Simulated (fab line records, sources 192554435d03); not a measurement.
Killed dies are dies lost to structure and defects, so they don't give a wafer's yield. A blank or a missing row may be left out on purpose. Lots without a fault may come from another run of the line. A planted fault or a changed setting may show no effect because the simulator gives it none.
Split-lot experiment | flow n5_finfet | 7 lots, 21 wafers read, on a route of 1938 steps

THE SPLIT
At N5_BEOL_M4_DESCUM_33 (chemistry O2, time 7 s), the setting time_s was moved away from the recipe's 7 s on 6 of the 21 wafers read, by -16.6% to +19.8%. The other wafers ran this setting at the recipe's value.

FROM THE SPLIT TO THE READING: what the file shows between them, 3 steps
- N5_BEOL_M4_ETCH_77: etches underlayer in N2/H2, target depth 6.5 nm, time 5.2 s
- N5_BEOL_M4_ETCH_69: etches SiARC in CF4, target depth 15.6 nm, time 26 s
- N5_BEOL_M4_ALD_98: deposits SiO2, target thk 2.5 nm, pulse time 1 s, co reactant pulse time 1 s

THE READING
CAR-EUV_of_BEOL_M4_COAT_22.thk_nm (the simulator's own value, which no gauge read), in nm, at N5_BEOL_M4_ETCHBACK_99 (etches SiO2 in CHF3, target depth 5 nm, time 10.4 s). The file gives no usual value for it. The 15 wafers here that ran the recipe average 10.4 nm, standard deviation 0.11 nm.

wafer  | tool, chamber at the split | time_s as run, s | against the recipe | CAR-EUV_of_BEOL_M4_COAT_22.thk_nm, nm | against lot-mates on the recipe
L085.1 | rie_diel-05, 2,0           | 7                | recipe             | 10.2                                  | -
L085.2 | rie_diel-05, 2,0           | 7                | recipe             | 10.4                                  | -
L085.3 | rie_diel-05, 3             | 7                | recipe             | 10.4                                  | -
L086.1 | rie_diel-02, 0,1           | 7                | recipe             | 10.6                                  | -
L086.2 | rie_diel-02, 0,1           | 7                | recipe             | 10.4                                  | -
L086.4 | rie_diel-02, 3             | 8.261            | +18.0%             | 9.8                                   | -0.7
L088.3 | rie_diel-02, 2,3,0         | 8.385            | +19.8%             | 9.6                                   | no lot-mate on the recipe
L088.4 | rie_diel-02, 2,3,0         | 8.385            | +19.8%             | 9.8                                   | no lot-mate on the recipe
L088.6 | rie_diel-02, 2,3,0         | 8.385            | +19.8%             | 9.8                                   | no lot-mate on the recipe
L089.1 | rie_diel-05, 1,3,1         | 7                | recipe             | 10.4                                  | -
L089.4 | rie_diel-05, 1,3,1         | 7                | recipe             | 10.4                                  | -
L089.6 | rie_diel-05, 1,3,1         | 7                | recipe             | 10.4                                  | -
L091.2 | rie_diel-01, 2,3           | 7                | recipe             | 10.4                                  | -
L091.3 | rie_diel-01, 2,3           | 7                | recipe             | 10.4                                  | -
L091.5 | rie_diel-01, 2             | 5.837            | -16.6%             | 11                                    | +0.6
L090.1 | rie_diel-02, 0             | 7.778            | +11.1%             | 10                                    | -0.4
L090.4 | rie_diel-02, 3,0           | 7                | recipe             | 10.4                                  | -
L090.6 | rie_diel-02, 3,0           | 7                | recipe             | 10.4                                  | -
L096.4 | rie_diel-01, 0,2           | 7                | recipe             | 10.6                                  | -
L096.5 | rie_diel-01, 1             | 7                | recipe             | 10.6                                  | -
L096.6 | rie_diel-01, 0,2           | 7                | recipe             | 10.6                                  | -
Where a row lists several chambers, the file gives one row for several wafers and doesn't say which wafer went through which chamber.

THE FIT
A straight line over all 21 wafers: CAR-EUV_of_BEOL_M4_COAT_22.thk_nm changes by -0.0355 nm for each +1% of time_s; r = -0.95; the points scatter about the line by 0.1 nm.
The same after taking each lot's own level away (the mean of its wafers on the recipe; 18 wafers): -0.0373 nm for each +1%; r = -0.98; scatter 0.055 nm.
On that fit, the largest move of time_s shifts the reading by 0.74 nm.
The lots' own levels span 10.33 to 10.60 nm, that is 2.5 times the standard deviation above.
So the lot-to-lot level changes the slope little: the two slopes agree.
Check: with one of the wafers moved furthest among these (+18.0%) left out of the fit, the line predicts -0.65 nm for it against its lot-mates. It came out at -0.7 nm against them.

OTHER SPLITS ON THESE WAFERS
These wafers also went through other splits before the reading. Each is held against what the fit with the lots' levels taken away leaves over:
other split on the same wafers    | wafers away from the commonest value | r with CAR-EUV_of_BEOL_M4_COAT_22.thk_nm (lot level and that fit taken away)
N5_BEOL_M2_COAT_22 spin_rpm       | 9                                    | -0.27
N5_BEOL_M3_ILD_DEP_00 time_s      | 11                                   | -0.04
N5_BEOL_M3_ETCH_41 target_depth_a | 4                                    | +0.54
N5_BEOL_M4_ILD_DEP_00 time_s      | 6                                    | +0.01
N5_BEOL_M4_COAT_62 spin_rpm       | 8                                    | +0.21

THE WHOLE CHAIN: every reading that the file lists as answering this split, in the file's order
step                   | what it does                                                | reading                                                                            | change (the file's fit)                | r (the file's)
N5_BEOL_M4_DESCUM_33   | chemistry O2, time 7 s                                      | CAR-EUV_of_BEOL_M4_COAT_22.thk_nm (the simulator's own value, which no gauge read) | -0.0394 nm for each +1% of the setting | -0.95
N5_BEOL_M4_ETCH_77     | etches underlayer in N2/H2, target depth 6.5 nm, time 5.2 s | CAR-EUV_of_BEOL_M4_COAT_22.thk_nm (the simulator's own value, which no gauge read) | -0.0348 nm for each +1% of the setting | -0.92
N5_BEOL_M4_ETCH_69     | etches SiARC in CF4, target depth 15.6 nm, time 26 s        | CAR-EUV_of_BEOL_M4_COAT_22.thk_nm (the simulator's own value, which no gauge read) | -0.0323 nm for each +1% of the setting | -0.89
N5_BEOL_M4_ETCHBACK_99 | etches SiO2 in CHF3, target depth 5 nm, time 10.4 s         | CAR-EUV_of_BEOL_M4_COAT_22.thk_nm (the simulator's own value, which no gauge read) | -0.0373 nm for each +1% of the setting | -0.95

THE FILE'S OWN FIT
CAR-EUV_of_BEOL_M4_COAT_22.thk_nm changes by -0.0373 nm for each +1% of time_s, r = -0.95.
